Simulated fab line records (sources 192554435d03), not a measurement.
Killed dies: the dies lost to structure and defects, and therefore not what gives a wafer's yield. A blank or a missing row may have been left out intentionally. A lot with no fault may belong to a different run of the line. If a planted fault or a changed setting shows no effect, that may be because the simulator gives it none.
Lot-split experiment / flow n5_finfet / route with 1938 steps; 7 lots, 39 wafers read

ON THE SPLIT
At N5_MIM_BOT_ETCH_ETCH_00 (etches TiN in Cl2/BCl3, target depth 45.5 nm), the setting target_depth_a was moved away from the recipe's 455 angstrom on 12 of the 39 wafers read, by -49.9% to +56.7%. This setting was run at the recipe's value on the other wafers.

The split's own step is where the reading is taken.

THE READING
MIM_BOT_ETCH.cd_offset_nm (the simulator's own value, which no gauge read), in nm, at N5_MIM_BOT_ETCH_ETCH_00 (etches TiN in Cl2/BCl3, target depth 45.5 nm). No usual value for it is given in the file. The 27 wafers here that ran the recipe average -0.1 nm, standard deviation 0.26 nm.

wafer=L074.1; tool, chamber at the split=rie_metal-02, 1; target_depth_a as run, angstrom=455; against the recipe=recipe; MIM_BOT_ETCH.cd_offset_nm, nm=0.4; against lot-mates on the recipe=-
wafer=L074.2; tool, chamber at the split=rie_metal-02, 0; target_depth_a as run, angstrom=660.3; against the recipe=+45.1%; MIM_BOT_ETCH.cd_offset_nm, nm=-1.2; against lot-mates on the recipe=-1.3
wafer=L074.3; tool, chamber at the split=rie_metal-02, 1; target_depth_a as run, angstrom=455; against the recipe=recipe; MIM_BOT_ETCH.cd_offset_nm, nm=-0.2; against lot-mates on the recipe=-
wafer=L074.4; tool, chamber at the split=rie_metal-02, 0; target_depth_a as run, angstrom=455; against the recipe=recipe; MIM_BOT_ETCH.cd_offset_nm, nm=0.2; against lot-mates on the recipe=-
wafer=L074.5; tool, chamber at the split=rie_metal-02, 0; target_depth_a as run, angstrom=660.3; against the recipe=+45.1%; MIM_BOT_ETCH.cd_offset_nm, nm=-1; against lot-mates on the recipe=-1.1
wafer=L074.6; tool, chamber at the split=rie_metal-02, 1; target_depth_a as run, angstrom=660.3; against the recipe=+45.1%; MIM_BOT_ETCH.cd_offset_nm, nm=-1; against lot-mates on the recipe=-1.1
wafer=L084.1; tool, chamber at the split=rie_metal-03, 1; target_depth_a as run, angstrom=689.8; against the recipe=+51.6%; MIM_BOT_ETCH.cd_offset_nm, nm=-1.6; against lot-mates on the recipe=-1.1
wafer=L084.2; tool, chamber at the split=rie_metal-03, 0; target_depth_a as run, angstrom=455; against the recipe=recipe; MIM_BOT_ETCH.cd_offset_nm, nm=-0.4; against lot-mates on the recipe=-
wafer=L084.3; tool, chamber at the split=rie_metal-03, 0; target_depth_a as run, angstrom=689.8; against the recipe=+51.6%; MIM_BOT_ETCH.cd_offset_nm, nm=-1.4; against lot-mates on the recipe=-0.9
wafer=L084.4; tool, chamber at the split=rie_metal-03, 1; target_depth_a as run, angstrom=455; against the recipe=recipe; MIM_BOT_ETCH.cd_offset_nm, nm=-0.6; against lot-mates on the recipe=-
wafer=L084.5; tool, chamber at the split=rie_metal-03, 0; target_depth_a as run, angstrom=455; against the recipe=recipe; MIM_BOT_ETCH.cd_offset_nm, nm=-0.4; against lot-mates on the recipe=-
wafer=L084.6; tool, chamber at the split=rie_metal-03, 1; target_depth_a as run, angstrom=689.8; against the recipe=+51.6%; MIM_BOT_ETCH.cd_offset_nm, nm=-1.2; against lot-mates on the recipe=-0.7
wafer=L083.1; tool, chamber at the split=rie_metal-01, 0; target_depth_a as run, angstrom=455; against the recipe=recipe; MIM_BOT_ETCH.cd_offset_nm, nm=0; against lot-mates on the recipe=-
wafer=L083.2; tool, chamber at the split=rie_metal-01, 1; target_depth_a as run, angstrom=455; against the recipe=recipe; MIM_BOT_ETCH.cd_offset_nm, nm=-0.4; against lot-mates on the recipe=-
wafer=L083.3; tool, chamber at the split=rie_metal-01, 1; target_depth_a as run, angstrom=455; against the recipe=recipe; MIM_BOT_ETCH.cd_offset_nm, nm=-0.2; against lot-mates on the recipe=-
wafer=L083.4; tool, chamber at the split=rie_metal-01, 0; target_depth_a as run, angstrom=455; against the recipe=recipe; MIM_BOT_ETCH.cd_offset_nm, nm=0.4; against lot-mates on the recipe=-
wafer=L083.5; tool, chamber at the split=rie_metal-01, 1; target_depth_a as run, angstrom=455; against the recipe=recipe; MIM_BOT_ETCH.cd_offset_nm, nm=0; against lot-mates on the recipe=-
wafer=L083.6; tool, chamber at the split=rie_metal-01, 0; target_depth_a as run, angstrom=455; against the recipe=recipe; MIM_BOT_ETCH.cd_offset_nm, nm=0; against lot-mates on the recipe=-
wafer=L094.1; tool, chamber at the split=rie_metal-01, 0; target_depth_a as run, angstrom=455; against the recipe=recipe; MIM_BOT_ETCH.cd_offset_nm, nm=0; against lot-mates on the recipe=-
wafer=L094.2; tool, chamber at the split=rie_metal-01, 1; target_depth_a as run, angstrom=455; against the recipe=recipe; MIM_BOT_ETCH.cd_offset_nm, nm=-0.4; against lot-mates on the recipe=-
wafer=L094.3; tool, chamber at the split=rie_metal-01, 0; target_depth_a as run, angstrom=455; against the recipe=recipe; MIM_BOT_ETCH.cd_offset_nm, nm=-0.4; against lot-mates on the recipe=-
wafer=L094.4; tool, chamber at the split=rie_metal-01, 1; target_depth_a as run, angstrom=455; against the recipe=recipe; MIM_BOT_ETCH.cd_offset_nm, nm=0; against lot-mates on the recipe=-
wafer=L094.5; tool, chamber at the split=rie_metal-01, 0; target_depth_a as run, angstrom=455; against the recipe=recipe; MIM_BOT_ETCH.cd_offset_nm, nm=0; against lot-mates on the recipe=-
wafer=L094.6; tool, chamber at the split=rie_metal-01, 1; target_depth_a as run, angstrom=455; against the recipe=recipe; MIM_BOT_ETCH.cd_offset_nm, nm=-0.4; against lot-mates on the recipe=-
wafer=L096.2; tool, chamber at the split=rie_metal-02, 1; target_depth_a as run, angstrom=455; against the recipe=recipe; MIM_BOT_ETCH.cd_offset_nm, nm=-0.4; against lot-mates on the recipe=-
wafer=L096.3; tool, chamber at the split=rie_metal-02, 0; target_depth_a as run, angstrom=455; against the recipe=recipe; MIM_BOT_ETCH.cd_offset_nm, nm=0; against lot-mates on the recipe=-
wafer=L096.4; tool, chamber at the split=rie_metal-02, 1; target_depth_a as run, angstrom=455; against the recipe=recipe; MIM_BOT_ETCH.cd_offset_nm, nm=-0.4; against lot-mates on the recipe=-
wafer=L095.1; tool, chamber at the split=rie_metal-01, 1; target_depth_a as run, angstrom=455; against the recipe=recipe; MIM_BOT_ETCH.cd_offset_nm, nm=0; against lot-mates on the recipe=-
wafer=L095.2; tool, chamber at the split=rie_metal-01, 0; target_depth_a as run, angstrom=455; against the recipe=recipe; MIM_BOT_ETCH.cd_offset_nm, nm=-0.2; against lot-mates on the recipe=-
wafer=L095.3; tool, chamber at the split=rie_metal-01, 1; target_depth_a as run, angstrom=712.8; against the recipe=+56.7%; MIM_BOT_ETCH.cd_offset_nm, nm=-1.4; against lot-mates on the recipe=-1.3
wafer=L095.4; tool, chamber at the split=rie_metal-01, 0; target_depth_a as run, angstrom=712.8; against the recipe=+56.7%; MIM_BOT_ETCH.cd_offset_nm, nm=-1.4; against lot-mates on the recipe=-1.3
wafer=L095.5; tool, chamber at the split=rie_metal-01, 1; target_depth_a as run, angstrom=712.8; against the recipe=+56.7%; MIM_BOT_ETCH.cd_offset_nm, nm=-1; against lot-mates on the recipe=-0.9
wafer=L095.6; tool, chamber at the split=rie_metal-01, 0; target_depth_a as run, angstrom=455; against the recipe=recipe; MIM_BOT_ETCH.cd_offset_nm, nm=-0.2; against lot-mates on the recipe=-
wafer=L097.1; tool, chamber at the split=rie_metal-03, 0; target_depth_a as run, angstrom=455; against the recipe=recipe; MIM_BOT_ETCH.cd_offset_nm, nm=0.2; against lot-mates on the recipe=-
wafer=L097.2; tool, chamber at the split=rie_metal-03, 1; target_depth_a as run, angstrom=227.9; against the recipe=-49.9%; MIM_BOT_ETCH.cd_offset_nm, nm=0.8; against lot-mates on the recipe=+0.7
wafer=L097.3; tool, chamber at the split=rie_metal-03, 1; target_depth_a as run, angstrom=227.9; against the recipe=-49.9%; MIM_BOT_ETCH.cd_offset_nm, nm=1; against lot-mates on the recipe=+0.9
wafer=L097.4; tool, chamber at the split=rie_metal-03, 0; target_depth_a as run, angstrom=455; against the recipe=recipe; MIM_BOT_ETCH.cd_offset_nm, nm=0; against lot-mates on the recipe=-
wafer=L097.5; tool, chamber at the split=rie_metal-03, 0; target_depth_a as run, angstrom=455; against the recipe=recipe; MIM_BOT_ETCH.cd_offset_nm, nm=0.2; against lot-mates on the recipe=-
wafer=L097.6; tool, chamber at the split=rie_metal-03, 1; target_depth_a as run, angstrom=227.9; against the recipe=-49.9%; MIM_BOT_ETCH.cd_offset_nm, nm=1; against lot-mates on the recipe=+0.9

THE FIT
A straight line over all 39 wafers: MIM_BOT_ETCH.cd_offset_nm changes by -0.0217 nm for each +1% of target_depth_a; r = -0.93; the points scatter about the line by 0.24 nm.
The same after taking each lot's own level away (the mean of its wafers on the recipe; 39 wafers): -0.0195 nm for each +1%; r = -0.93; scatter 0.21 nm.
Per that fit: largest target_depth_a move, reading shift of 1.1 nm.
Measured against the standard deviation above, the lots' own levels, which go from -0.47 to 0.13 nm, span 2.3 times it.
So the slope is not independent of the lot-to-lot level: the two fits are not the same.
Check: for one of the wafers moved furthest among these (+56.7%), held out of the fit, the line's prediction against its lot-mates is -1.12 nm. It came out at -1.27 nm against them.

THESE WAFERS: OTHER SPLITS
Before the reading, these wafers also passed through other splits. Each is held against what the fit with the lots' levels taken away leaves over:
other split on the same wafers=N5_BEOL_M13_ILD_DEP_00 time_s; wafers away from the commonest value=9; r with MIM_BOT_ETCH.cd_offset_nm (lot level and that fit taken away)=+0.18

THE WHOLE CHAIN: every reading that the file lists as answering this split, in the file's order
step=N5_MIM_BOT_ETCH_ETCH_00; what it does=etches TiN in Cl2/BCl3, target depth 45.5 nm; reading=etch.depth_nm (the simulator's own value, which no gauge read); change (the file's fit)=+0.458 nm for each +1% of the setting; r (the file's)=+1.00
step=N5_MIM_BOT_ETCH_ETCH_00; what it does=etches TiN in Cl2/BCl3, target depth 45.5 nm; reading=MIM_BOT_ETCH.cd_offset_nm (the simulator's own value, which no gauge read); change (the file's fit)=-0.0199 nm for each +1% of the setting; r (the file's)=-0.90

FILE'S OWN FIT
MIM_BOT_ETCH.cd_offset_nm changes by -0.0199 nm for each +1% of target_depth_a, r = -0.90.
